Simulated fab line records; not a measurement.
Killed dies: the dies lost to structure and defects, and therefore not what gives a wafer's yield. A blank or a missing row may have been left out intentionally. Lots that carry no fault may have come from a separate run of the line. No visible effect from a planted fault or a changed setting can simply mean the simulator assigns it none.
Split-lot experiment / flow n5Finfet / 7 lots, 39 wafers read, on a route of 1938 steps

== THE SPLIT ==
At N5_BEOL_M3_TRENCH_ETCH_37 (etches SiOC in C4F6/O2, target depth 55.555 nm, time 29.2 s), the setting targetDepthA was moved away from the recipe's 555.55 angstrom on 12 of the 39 wafers read, by -59.6% to -33.2%. For the rest of the wafers, this setting stayed at what the recipe calls for.

== FROM THE SPLIT TO THE READING: what the file shows between them, 2 steps ==
- N5_BEOL_M3_ETCH_41: etches SiCN in CH3F/O2, target depth 29.9 nm, time 52.5 s
- N5_BEOL_M3_STRIP_97: strips in N2/H2, time 10 s

== THE READING ==
trenchDepthNm, in nm, at N5_BEOL_M3_OCD_MEAS_38. Typical for fault-free wafers on this fab line: 55.3 nm, with standard deviation 0.92 nm.

wafer=L074.2; tool, chamber at the split=rieDiel-03, 2; targetDepthA as run, angstrom=555.55; against the recipe=recipe; trenchDepthNm, nm=55.2; against lot-mates on the recipe=-
wafer=L074.3; tool, chamber at the split=rieDiel-03, 1; targetDepthA as run, angstrom=555.55; against the recipe=recipe; trenchDepthNm, nm=56.6; against lot-mates on the recipe=-
wafer=L074.6; tool, chamber at the split=rieDiel-03, 0; targetDepthA as run, angstrom=555.55; against the recipe=recipe; trenchDepthNm, nm=55.1; against lot-mates on the recipe=-
wafer=L075.1; tool, chamber at the split=rieDiel-02, 1; targetDepthA as run, angstrom=555.55; against the recipe=recipe; trenchDepthNm, nm=53.9; against lot-mates on the recipe=-
wafer=L075.2; tool, chamber at the split=rieDiel-02, 0; targetDepthA as run, angstrom=555.55; against the recipe=recipe; trenchDepthNm, nm=54.6; against lot-mates on the recipe=-
wafer=L075.3; tool, chamber at the split=rieDiel-02, 2; targetDepthA as run, angstrom=224.6; against the recipe=-59.6%; trenchDepthNm, nm=23.0; against lot-mates on the recipe=-31.2
wafer=L075.4; tool, chamber at the split=rieDiel-02, 3; targetDepthA as run, angstrom=224.6; against the recipe=-59.6%; trenchDepthNm, nm=22.7; against lot-mates on the recipe=-31.5
wafer=L075.5; tool, chamber at the split=rieDiel-02, 2; targetDepthA as run, angstrom=224.6; against the recipe=-59.6%; trenchDepthNm, nm=22.7; against lot-mates on the recipe=-31.5
wafer=L075.6; tool, chamber at the split=rieDiel-02, 1; targetDepthA as run, angstrom=555.55; against the recipe=recipe; trenchDepthNm, nm=54.0; against lot-mates on the recipe=-
wafer=L078.1; tool, chamber at the split=rieDiel-02, 1; targetDepthA as run, angstrom=332.3; against the recipe=-40.2%; trenchDepthNm, nm=32.1; against lot-mates on the recipe=-23.8
wafer=L078.2; tool, chamber at the split=rieDiel-02, 3; targetDepthA as run, angstrom=555.55; against the recipe=recipe; trenchDepthNm, nm=55.9; against lot-mates on the recipe=-
wafer=L078.3; tool, chamber at the split=rieDiel-02, 2; targetDepthA as run, angstrom=555.55; against the recipe=recipe; trenchDepthNm, nm=55.3; against lot-mates on the recipe=-
wafer=L078.4; tool, chamber at the split=rieDiel-02, 3; targetDepthA as run, angstrom=555.55; against the recipe=recipe; trenchDepthNm, nm=56.4; against lot-mates on the recipe=-
wafer=L078.5; tool, chamber at the split=rieDiel-02, 2; targetDepthA as run, angstrom=332.3; against the recipe=-40.2%; trenchDepthNm, nm=33.0; against lot-mates on the recipe=-22.9
wafer=L078.6; tool, chamber at the split=rieDiel-02, 1; targetDepthA as run, angstrom=332.3; against the recipe=-40.2%; trenchDepthNm, nm=32.1; against lot-mates on the recipe=-23.8
wafer=L082.1; tool, chamber at the split=rieDiel-03, 3; targetDepthA as run, angstrom=555.55; against the recipe=recipe; trenchDepthNm, nm=54.5; against lot-mates on the recipe=-
wafer=L082.2; tool, chamber at the split=rieDiel-03, 0; targetDepthA as run, angstrom=555.55; against the recipe=recipe; trenchDepthNm, nm=55.0; against lot-mates on the recipe=-
wafer=L082.3; tool, chamber at the split=rieDiel-03, 2; targetDepthA as run, angstrom=555.55; against the recipe=recipe; trenchDepthNm, nm=55.8; against lot-mates on the recipe=-
wafer=L082.4; tool, chamber at the split=rieDiel-03, 1; targetDepthA as run, angstrom=555.55; against the recipe=recipe; trenchDepthNm, nm=55.6; against lot-mates on the recipe=-
wafer=L082.5; tool, chamber at the split=rieDiel-03, 2; targetDepthA as run, angstrom=555.55; against the recipe=recipe; trenchDepthNm, nm=54.6; against lot-mates on the recipe=-
wafer=L082.6; tool, chamber at the split=rieDiel-03, 3; targetDepthA as run, angstrom=555.55; against the recipe=recipe; trenchDepthNm, nm=53.7; against lot-mates on the recipe=-
wafer=L081.1; tool, chamber at the split=rieDiel-03, 2; targetDepthA as run, angstrom=352.3; against the recipe=-36.6%; trenchDepthNm, nm=34.7; against lot-mates on the recipe=-20.1
wafer=L081.2; tool, chamber at the split=rieDiel-03, 0; targetDepthA as run, angstrom=555.55; against the recipe=recipe; trenchDepthNm, nm=54.5; against lot-mates on the recipe=-
wafer=L081.3; tool, chamber at the split=rieDiel-03, 1; targetDepthA as run, angstrom=555.55; against the recipe=recipe; trenchDepthNm, nm=55.4; against lot-mates on the recipe=-
wafer=L081.4; tool, chamber at the split=rieDiel-03, 3; targetDepthA as run, angstrom=352.3; against the recipe=-36.6%; trenchDepthNm, nm=34.2; against lot-mates on the recipe=-20.6
wafer=L081.5; tool, chamber at the split=rieDiel-03, 2; targetDepthA as run, angstrom=555.55; against the recipe=recipe; trenchDepthNm, nm=54.4; against lot-mates on the recipe=-
wafer=L081.6; tool, chamber at the split=rieDiel-03, 1; targetDepthA as run, angstrom=352.3; against the recipe=-36.6%; trenchDepthNm, nm=34.7; against lot-mates on the recipe=-20.1
wafer=L088.1; tool, chamber at the split=rieDiel-04, 0; targetDepthA as run, angstrom=555.55; against the recipe=recipe; trenchDepthNm, nm=54.2; against lot-mates on the recipe=-
wafer=L088.2; tool, chamber at the split=rieDiel-04, 2; targetDepthA as run, angstrom=555.55; against the recipe=recipe; trenchDepthNm, nm=55.4; against lot-mates on the recipe=-
wafer=L088.3; tool, chamber at the split=rieDiel-04, 3; targetDepthA as run, angstrom=555.55; against the recipe=recipe; trenchDepthNm, nm=55.0; against lot-mates on the recipe=-
wafer=L088.4; tool, chamber at the split=rieDiel-04, 2; targetDepthA as run, angstrom=555.55; against the recipe=recipe; trenchDepthNm, nm=54.4; against lot-mates on the recipe=-
wafer=L088.5; tool, chamber at the split=rieDiel-04, 3; targetDepthA as run, angstrom=555.55; against the recipe=recipe; trenchDepthNm, nm=54.6; against lot-mates on the recipe=-
wafer=L088.6; tool, chamber at the split=rieDiel-04, 0; targetDepthA as run, angstrom=555.55; against the recipe=recipe; trenchDepthNm, nm=53.6; against lot-mates on the recipe=-
wafer=L089.1; tool, chamber at the split=rieDiel-04, 0; targetDepthA as run, angstrom=371; against the recipe=-33.2%; trenchDepthNm, nm=36.4; against lot-mates on the recipe=-18.7
wafer=L089.2; tool, chamber at the split=rieDiel-04, 2; targetDepthA as run, angstrom=371; against the recipe=-33.2%; trenchDepthNm, nm=37.2; against lot-mates on the recipe=-17.9
wafer=L089.3; tool, chamber at the split=rieDiel-04, 3; targetDepthA as run, angstrom=555.55; against the recipe=recipe; trenchDepthNm, nm=54.9; against lot-mates on the recipe=-
wafer=L089.4; tool, chamber at the split=rieDiel-04, 3; targetDepthA as run, angstrom=371; against the recipe=-33.2%; trenchDepthNm, nm=36.4; against lot-mates on the recipe=-18.7
wafer=L089.5; tool, chamber at the split=rieDiel-04, 0; targetDepthA as run, angstrom=555.55; against the recipe=recipe; trenchDepthNm, nm=54.4; against lot-mates on the recipe=-
wafer=L089.6; tool, chamber at the split=rieDiel-04, 2; targetDepthA as run, angstrom=555.55; against the recipe=recipe; trenchDepthNm, nm=56.1; against lot-mates on the recipe=-

FIT RESULTS
A straight line over all 39 wafers: trenchDepthNm changes by +0.548 nm for each +1% of targetDepthA; r = +1.00; the points scatter about the line by 0.73 nm.
The same after taking each lot's own level away (the mean of its wafers on the recipe; 39 wafers): +0.546 nm for each +1%; r = +1.00; scatter 0.77 nm.
On that fit, the largest move of targetDepthA shifts the reading by 33 nm.
The lots' own levels span 54.17 to 55.87 nm, that is 1.8 times the standard deviation above.
The two slopes agree, so the slope changes little with the lot-to-lot level.
Check: for one of the wafers moved furthest among these (-59.6%), held out of the fit, the line's prediction against its lot-mates is -32.9 nm. It came out at -31.2 nm against them.

== OTHER SPLITS APPLIED TO THESE WAFERS ==
Before the reading, these wafers also passed through other splits. Each is held against what the fit with the lots' levels taken away leaves over:
other split on the same wafers=N5_FIN_CUT_ETCH_21 timeS; wafers away from the commonest value=12; r with trenchDepthNm (lot level and that fit taken away)=-0.23
other split on the same wafers=N5_SD_EPI_P_EPI_21 timeS; wafers away from the commonest value=12; r with trenchDepthNm (lot level and that fit taken away)=+0.05
other split on the same wafers=N5_HKMG_FIN_PWFM_ALD_03 aldCycles; wafers away from the commonest value=12; r with trenchDepthNm (lot level and that fit taken away)=+0.16
other split on the same wafers=N5_MOL_CONTACT_COAG_CVD_140 targetThkA; wafers away from the commonest value=18; r with trenchDepthNm (lot level and that fit taken away)=-0.23

== THE WHOLE CHAIN: every reading that the file lists as answering this split, in the file's order ==
step=N5_BEOL_M3_TRENCH_ETCH_37; what it does=etches SiOC in C4F6/O2, target depth 55.555 nm, time 29.2 s; reading=etch.depthNm (the simulator's own value, which no gauge read); change (the file's fit)=+0.548 nm for each +1% of the setting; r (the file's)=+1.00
step=N5_BEOL_M3_TRENCH_ETCH_37; what it does=etches SiOC in C4F6/O2, target depth 55.555 nm, time 29.2 s; reading=BEOL_M3.featureDepthNm (the simulator's own value, which no gauge read); change (the file's fit)=+0.548 nm for each +1% of the setting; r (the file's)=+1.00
step=N5_BEOL_M3_TRENCH_ETCH_37; what it does=etches SiOC in C4F6/O2, target depth 55.555 nm, time 29.2 s; reading=TiN_of_BEOL_M3_HM_DEP_02.thkNm (the simulator's own value, which no gauge read); change (the file's fit)=-0.0235 nm for each +1% of the setting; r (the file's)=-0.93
step=N5_BEOL_M3_OCD_MEAS_38; what it does=; reading=trenchDepthNm; change (the file's fit)=+0.548 nm for each +1% of the setting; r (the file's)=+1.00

== FILE'S OWN FIT ==
trenchDepthNm changes by +0.548 nm for each +1% of targetDepthA, r = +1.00.
